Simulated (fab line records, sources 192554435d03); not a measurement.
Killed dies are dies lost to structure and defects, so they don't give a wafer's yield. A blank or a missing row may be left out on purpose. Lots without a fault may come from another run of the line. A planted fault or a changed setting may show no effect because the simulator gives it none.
fab line records | flow n5_finfet | part 2 of 2: steps 5 to 6 of 6
record lots=22 wafers=66 last_day=18
route steps=1938 shown GATE_CUT@475 MOL_CONTACT_COAG@530
lots that met no fault: from a run of the same line without faults
start_h: hours from the record's first day to the start of the lot's first wafer shown | wait_h: hours since the lot's step before | " the same as in the row above | L1.1+2: a row that stands for several wafers | - no value, or no start given | * or withheld: withheld | < > ~ a bound
route shown NAME@n: a module of which the file shows steps, and the number in the route of the first | usual: mean/standard deviation of fault-free wafers | same: alike in all rows | chamber/n: place in a boat | sites: the reading at each site | _std_site: their standard deviation | _edge_site: outer sites' mean less inner sites' | radius_mm: how far each site lies from the wafer's centre | mask NAME#n: copy n | behind: the tool/chamber that last shaped the wafer | hold: why the lot was held/for how many hours/how that ended | device: the transistor (n, p or np) that didn't switch | end of line: the same wafers' tests at the end of the route | a step without rows: its recipe alone | killed: dies lost to structure and defects at the first sort, not the wafer's yield | map: a wafer's dies, x killed, . not, _ none there
set.NAME: the setting as run; set.NAME@STEP: as run at that earlier step | model.NAME: the simulator's own value behind a step, which no gauge read
steps of the route over a sample of lots; a table a step, a row a wafer
services: from which hour (start_h, from the record's first day; less than 0 if before it) a tool's chamber was out of use, for how many hours, and why
## steps
# step N5_GATE_CUT_CMP_23
# recipe stop_on=SiO2 t_overpolish_s=23.4 post_cmp_clean=alkaline_brush down_force_psi=2.5 platen_rpm=51.8 pad_velocity_m_s=1.0307 target_thk_nm=16
# usual motor_current_A=9.3/0.79 overpolish_run_s=23.400/0.0083 time_to_endpoint_s=19.2/1.8
# columns lot.wafer tool chamber start_h wait_h motor_current_A overpolish_run_s time_to_endpoint_s
L074.1 cmp-01 3 87.21 0.8 9.7 23.413 19.3
L074.2 " 1 " " 9.9 23.395 20.1
L074.6 " 2 " " 10.7 23.397 16.9
L075.1 cmp-04 2 95.33 0.8 9.1 23.397 22.8
L075.4 " 0 " " 9.2 23.409 17.4
L075.5 " 1 " " 9.4 23.392 19.8
L076.4 cmp-01 2 98.12 0.8 11.2 23.396 18.7
L076.2 " 3 " " 9.5 23.400 18.7
L076.1 " 1 " " 9.3 23.383 22.0
L077.2 cmp-04 2 105.08 0.9 8.4 23.406 16.9
L077.5 " 3 " " 9.2 23.403 20.6
L077.6 " 0 " " 9.3 23.401 18.5
L078.3 cmp-02 0 109.23 0.8 8.9 23.404 21.1
L078.6 " 2 " " 8.5 23.390 20.4
L078.5 " 3 " " 8.0 23.384 18.3
L079.2 cmp-02 1 114.24 0.8 10.8 23.399 19.4
L079.4 " 2 " " 8.2 23.396 22.7
L079.5 " 2 " " 8.1 23.391 21.1
L080.3 cmp-01 2 125.88 0.8 10.2 23.403 20.5
L080.6 " 1 " " 9.1 23.404 19.5
L080.5 " 2 " " 10.4 23.390 18.7
L081.1 cmp-04 1 128.87 0.8 9.3 23.400 17.7
L081.3 " 2 " " 8.9 23.401 17.2
L081.5 " 0 " " 9.2 23.403 18.3
L082.4 cmp-04 0 136.23 0.8 8.8 23.400 17.0
L082.1 " 1 " " 9.2 23.407 19.1
L082.5 " 3 " " 9.2 23.389 19.7
L083.2 cmp-01 0 144.96 0.9 9.2 23.394 18.2
L083.5 " 1 " " 10.2 23.411 19.4
L083.6 " 2 " " 10.6 23.419 15.5
L085.1 cmp-04 1 154.06 0.8 9.7 23.394 17.1
L085.6 " 0 " " 9.0 23.380 18.7
L085.5 " 1 " " 8.7 23.397 18.6
L087.3 cmp-04 3 164.11 0.8 9.6 23.401 18.0
L087.1 " 1 " " 9.2 23.408 15.3
L087.5 " 2 " " 8.5 23.399 17.5
L088.3 cmp-04 1 173.80 0.8 9.8 23.402 18.3
L088.2 " 3 " " 9.2 23.409 16.5
L088.5 " 0 " " 9.3 23.402 17.3
L089.2 cmp-02 2 175.86 0.8 8.2 23.398 20.2
L089.1 " 3 " " 8.4 23.406 21.7
L089.5 " 2 " " 8.2 23.393 19.2
L090.3 cmp-01 2 181.22 0.8 10.1 23.400 20.1
L090.5 " 2 " " 10.5 23.397 17.8
L090.6 " 3 " " 9.4 23.413 18.1
L091.2 cmp-01 2 186.70 0.8 10.0 23.398 20.2
L091.4 " 3 " " 9.8 23.392 20.8
L091.5 " 3 " " 9.9 23.404 22.1
L092.2 cmp-01 0 193.28 0.8 9.6 23.394 19.0
L092.3 " 1 " " 10.2 23.415 18.1
L092.5 " 1 " " 10.2 23.402 22.1
L093.3 cmp-01 2 203.80 0.8 11.2 23.401 18.6
L093.1 " 3 " " 8.7 23.391 21.1
L093.6 " 3 " " 9.9 23.407 19.6
L094.2 cmp-04 3 211.69 0.8 9.8 23.400 22.3
L094.3 " 0 " " 9.0 23.409 21.8
L094.5 " 2 " " 8.3 23.421 20.4
L095.4 cmp-04 3 214.09 0.8 9.4 23.397 19.3
L095.3 " 0 " " 9.1 23.395 18.1
L095.5 " 3 " " 8.7 23.404 21.5
L096.4 cmp-02 0 230.21 0.8 8.7 23.399 19.3
L096.3 " 2 " " 8.2 23.407 20.7
L096.5 " 0 " " 9.4 23.402 20.5
L097.3 cmp-01 0 231.82 0.8 9.5 23.403 17.7
L097.2 " 2 " " 10.7 23.401 17.8
L097.1 " 3 " " 9.5 23.408 20.1
# step N5_MOL_CONTACT_COAG_ETCH_59
# recipe chemistry=N2/H2 target=underlayer target_depth_a=130 mask_material=CAR-EUV time_s=10.4 ion_energy_ev=200 pressure_mtorr=30 source_w=840 bias_w=150 n2_flow_sccm=200 h2_flow_sccm=200 ends=cleared
# usual drypump_motor_current_A=5.8/0.4 etch_rf_on_time_s=10.42/0.18 oes_product_au=0.67/0.083 rf_vpp_V=522.5/2.2 showerhead_plenum_p_Torr=2.49/0.069 throttle_valve_pct=17.94/0.25
# columns lot.wafer tool chamber start_h wait_h drypump_motor_current_A etch_rf_on_time_s oes_product_au rf_hours_counter_h rf_vpp_V showerhead_plenum_p_Torr throttle_valve_pct
L074.1 rie_diel-06 1 89.01 0.0 6.0 10.37 0.66 134 524.0 2.56 18.17
L074.2 " 3 " " 6.2 10.33 0.67 136 522.3 2.45 17.89
L074.6 " 1 " " 6.0 10.40 0.66 - 525.0 2.56 18.16
L075.1 rie_diel-02 3 96.78 0.0 6.1 10.26 0.63 169 519.9 2.44 18.32
L075.4 " 0 " " 5.9 10.76 0.62 183 521.3 2.42 18.03
L075.5 " 0 " " 5.9 10.94 0.61 - 520.5 2.42 18.00
L076.1 rie_diel-02 3 99.76 0.0 6.1 10.30 0.63 170 521.0 2.44 18.32
L076.2 " 1 " " 5.0 10.44 0.63 158 520.5 2.44 17.81
L076.4 " 2 " " 6.2 10.44 0.65 156 526.6 2.65 18.22
L077.2 rie_diel-05 0 106.55 0.0 5.7 10.29 0.75 35 521.0 2.49 17.67
L077.5 " 2 " " 6.2 10.35 0.60 - 527.1 2.61 18.16
L077.6 " 1 " " 5.1 10.52 0.57 - 522.0 2.51 18.11
L078.3 rie_diel-02 0 110.86 0.0 5.9 10.74 0.62 188 519.6 2.42 18.04
L078.5 " 1 " " 5.0 10.58 0.63 - 520.1 2.44 17.83
L078.6 " 0 " " 5.9 10.78 0.62 - 518.7 2.42 18.04
L079.2 rie_diel-06 3 115.85 0.0 6.2 10.44 0.66 146 520.9 2.45 17.88
L079.4 " 1 " " 6.0 10.56 0.65 - 522.8 2.56 18.19
L079.5 " 3 " " 6.2 10.62 0.65 - 522.0 2.45 17.89
L080.3 rie_diel-02 0 127.46 0.0 5.9 10.70 0.62 195 519.3 2.41 18.05
L080.5 " 3 " " 6.1 10.33 0.62 - 520.3 2.43 18.34
L080.6 " 0 " " 5.9 10.79 0.61 - 520.5 2.41 18.04
L081.1 rie_diel-06 0 130.41 0.0 5.8 10.23 0.87 0 522.9 2.50 17.67
L081.3 " 3 " " 6.2 10.24 0.66 151 520.9 2.44 17.90
L081.5 " 1 " " 6.0 10.42 0.65 - 524.2 2.55 18.21
L082.1 rie_diel-02 1 137.73 0.0 5.0 10.51 0.63 171 520.4 2.43 17.83
L082.4 " 2 " " 6.1 10.40 0.65 - 527.4 2.64 18.24
L082.5 " 1 " " 5.0 10.41 0.63 - 519.9 2.43 17.86
L083.2 rie_diel-06 1 146.35 0.0 6.0 10.39 0.64 156 525.0 2.55 18.20
L083.5 " 1 " " 6.0 10.51 0.63 - 524.2 2.55 18.20
L083.6 " 3 " " 6.2 10.30 0.65 - 521.1 2.44 17.91
L085.1 rie_diel-05 3 155.55 0.0 5.8 10.37 0.61 211 520.6 2.51 17.89
L085.5 " 1 " " 5.1 10.41 0.82 - 524.0 2.51 17.69
L085.6 " 0 " " 5.6 10.17 0.74 - 523.4 2.48 17.69
L087.1 rie_diel-02 2 165.78 0.0 6.1 10.64 0.64 178 526.9 2.64 18.27
L087.3 " 3 " " 6.1 10.43 0.61 191 520.7 2.43 18.34
L087.5 " 3 " " 6.1 10.29 0.62 - 521.0 2.43 18.36
L088.2 rie_diel-05 1 175.49 0.0 5.1 10.56 0.79 19 522.6 2.50 17.71
L088.3 " 0 " " 5.6 10.38 0.72 59 523.0 2.48 17.70
L088.5 " 1 " " 5.1 10.43 0.80 - 521.9 2.50 17.72
L089.1 rie_diel-05 1 177.35 0.0 5.1 10.54 0.80 20 522.5 2.50 17.70
L089.2 " 2 " " 6.2 10.42 0.82 2 524.9 2.60 17.76
L089.5 " 2 " " 6.3 10.38 0.82 - 526.0 2.60 17.78
L090.3 rie_diel-06 2 182.84 0.0 5.9 10.17 0.82 14 521.3 2.48 17.32
L090.5 " 2 " " 5.9 10.14 0.82 - 521.8 2.48 17.31
L090.6 " 3 " " 6.2 10.22 0.65 - 522.9 2.44 17.92
L091.2 rie_diel-05 0 188.95 0.0 5.7 10.30 0.73 63 522.0 2.48 17.68
L091.4 " 1 " " 5.1 10.33 0.79 - 523.2 2.50 17.71
L091.5 " 2 " " 6.3 10.28 0.81 - 526.5 2.60 17.78
L092.2 rie_diel-06 1 195.16 0.0 6.0 10.38 0.63 176 523.9 2.54 18.24
L092.3 " 3 " " 6.2 10.23 0.65 168 520.5 2.44 17.94
L092.5 " 0 " " 5.8 10.17 0.79 - 523.2 2.49 17.72
L093.1 rie_diel-02 2 205.36 0.0 6.2 10.54 0.63 193 526.7 2.63 18.28
L093.3 " 0 " " 5.9 10.82 0.58 223 519.1 2.40 18.09
L093.6 " 0 " " 5.9 10.83 0.60 - 521.0 2.40 18.09
L094.2 rie_diel-02 0 213.15 0.0 5.9 10.77 0.59 226 519.0 2.40 18.09
L094.3 " 1 " " 5.0 10.38 0.62 195 520.3 2.42 17.88
L094.5 " 3 " " 6.1 10.13 0.61 - 521.3 2.42 18.41
L095.3 rie_diel-02 0 215.93 0.0 5.9 10.74 0.59 227 519.3 2.40 18.10
L095.4 " 1 " " 5.0 10.60 0.61 196 520.5 2.42 17.88
L095.5 " 0 " " 5.9 10.90 0.59 - 520.0 2.40 18.11
L096.3 rie_diel-05 2 231.67 0.0 6.2 10.33 0.76 24 526.1 2.59 17.82
L096.4 " 0 " " 5.6 10.28 0.71 79 522.7 2.47 17.73
L096.5 " 3 " " 5.8 10.27 0.60 - 524.7 2.50 17.96
L097.1 rie_diel-05 0 233.31 0.0 5.6 10.31 0.70 80 522.3 2.47 17.74
L097.2 " 2 " " 6.2 10.28 0.77 24 524.3 2.59 17.80
L097.3 " 1 " " 5.1 10.43 0.77 40 521.9 2.50 17.75
## services
# columns tool chamber start_h hours kind
cmp-04 - 64.51 0.4 repair
rie_metal-03 - 69.95 1.4 repair
cmp-04 - 82.26 5.0 pm
rie_metal-03 - 85.25 2.8 pm
rie_diel-04 1 89.19 5.1 repair
rie_diel-02 2 90.82 4.3 repair
rie_diel-01 0 102.36 22.0 repair
cmp-01 - 103.32 4.2 pm
rie_diel-04 1 105.96 14.5 repair
rie_diel-04 3 120.72 9.8 repair
cmp-02 - 134.51 5.8 pm
cmp-01 - 138.85 1.5 repair
cmp-02 - 141.38 4.0 pm
rie_diel-03 2 147.89 8.5 repair
rie_diel-04 - 150.63 0.2 repair
cmp-01 - 159.35 8.3 repair
rie_diel-01 2 163.08 6.8 repair
rie_diel-04 0 179.56 5.8 repair
rie_diel-02 2 180.54 3.9 repair
rie_diel-04 3 185.77 45.5 repair
cmp-01 - 189.30 1.0 repair
cmp-02 - 201.67 0.3 repair
cmp-04 - 225.68 4.9 pm
rie_diel-04 - 226.56 15.6 pm
